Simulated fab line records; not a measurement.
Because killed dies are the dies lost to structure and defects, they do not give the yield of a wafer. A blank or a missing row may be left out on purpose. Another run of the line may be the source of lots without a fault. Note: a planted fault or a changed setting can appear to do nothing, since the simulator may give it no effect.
A lot that was struck, set against a sound lot | flow n5 finfet | 15 out of 1938 route steps
Sound: the wafers L609.1, L609.4, L609.5. Struck: wafers L601.1, L601.2, L601.5. Last of all comes the cause.
Each step with rows lists, per side, the tool, then ch with its chambers, then its first start. Under that, the readings that differ: sound wafers | struck wafers | difference of the means | sigmas: that difference in standard deviations of wafers without a fault.
alike: words and numbers the same on both sides, and readings whose means are apart by under 2 such deviations; not compared: readings that were withheld, readings missing a value for some wafer, numbers with overlapping values and no deviation given by the record, and bounds like >300 which may hide the same value.
A row with sigmas, a row that says differs or no value, or rows on one side alone: a step with any of these is where the two part. When numbers do not overlap yet have no deviation, they are printed without sigmas and do not part them. A reading missing from all wafers of one side parts the sides only when that side holds two or more wafers.

first, 1 step without rows for these wafers: N5_PASSIVATION_HARDBAKE_31 (time 120 s).
N5_PASSIVATION_CD_MEAS_30: target cd 4000 nm.
  sound on cd sem-01 ch 0, day 16 12:00; struck on cd sem-03 ch 0, day 13 20:55
  alike: cd nm
N5_PASSIVATION_OVL_MEAS_63:
  sound on overlay-02 ch 0, day 16 12:02; struck on overlay-01 ch 0, day 13 20:57
  alike: PAD_OVL
N5_PASSIVATION_INSPECT_64: inspects for defects (macro).
  sound: defect inspect-02 at day 16 12:03; struck: defect inspect-01 at day 13 20:58
  alike: raw defect count
N5_PASSIVATION_DESCUM_32: chemistry O2, time 7.9 s.
  sound on rie diel-06 ch 0,3, day 16 12:05; struck on rie diel-05 ch 0,1,2, day 13 21:08
  alike: drypump motor current A, oes product au, rf vpp V, showerhead plenum p Torr, temp c, throttle valve pct
  not compared: rf hours counter h
N5_PASSIVATION_AL_ETCH_33: etches Al in Cl2/BCl3, stops on TaN, target depth 2800 nm, time 466.7 s.
  sound on rie metal-01 ch 0,1, day 16 12:10; struck on rie metal-01 ch 0,1, day 13 21:14
  alike: bias w, drypump motor current A, oes product au, throttle valve pct
  not compared: rf hours counter h
N5_PASSIVATION_ETCH_59: etches TaN in Cl2/BCl3, target depth 65 nm, time 34.9 s.
  sound on rie metal-01 ch 0,1, day 16 12:35; struck on rie metal-01 ch 0,1, day 13 21:38
  alike: bias w, drypump motor current A, oes product au, throttle valve pct
  not compared: rf hours counter h
N5_PASSIVATION_STRIP_34: strips in O2.
  sound on rie diel-06 ch 0,2,3, day 16 12:41; struck on rie diel-04 ch 0,1,2, day 13 21:45
  alike: drypump motor current A, oes product au, rf vpp V, showerhead plenum p Torr, temp c, throttle valve pct
  not compared: rf hours counter h
then, 4 steps without rows for these wafers: N5_PASSIVATION_STRIP_51 (strips in post etch residue remover, time 1200 s); N5_PASSIVATION_CLEAN_69 (cleans in IPA, time 180 s); N5_PASSIVATION_SRD_70 (time 30 s); N5_PASSIVATION_PECVD_53 (deposits SiO2 from TEOS/O2, target thk 800 nm, time 169.4 s).
N5_PASSIVATION_PECVD_35: deposits SiNx from SiH4/NH3/N2, target thk 700 nm, time 151.3 s.
  sound on pecvd-02 ch 0,1,2, day 16 13:20; struck on pecvd-01 ch 0,1, day 13 22:22
  no value came back on the struck wafers for any of 6 readings (chamber pressure Torr (Torr), heater power outer w (W) and others); on the sound wafers chamber pressure Torr (Torr) reads 4.905 4.892 4.904
then, 2 steps without rows for these wafers: N5_PASSIVATION_HMDS_37 (time 60 s); N5_PASSIVATION_PROBE_49.

## WHERE THEY PART
Only at N5_PASSIVATION_PECVD_35, within this record.

WHY: the cause the simulator had injected
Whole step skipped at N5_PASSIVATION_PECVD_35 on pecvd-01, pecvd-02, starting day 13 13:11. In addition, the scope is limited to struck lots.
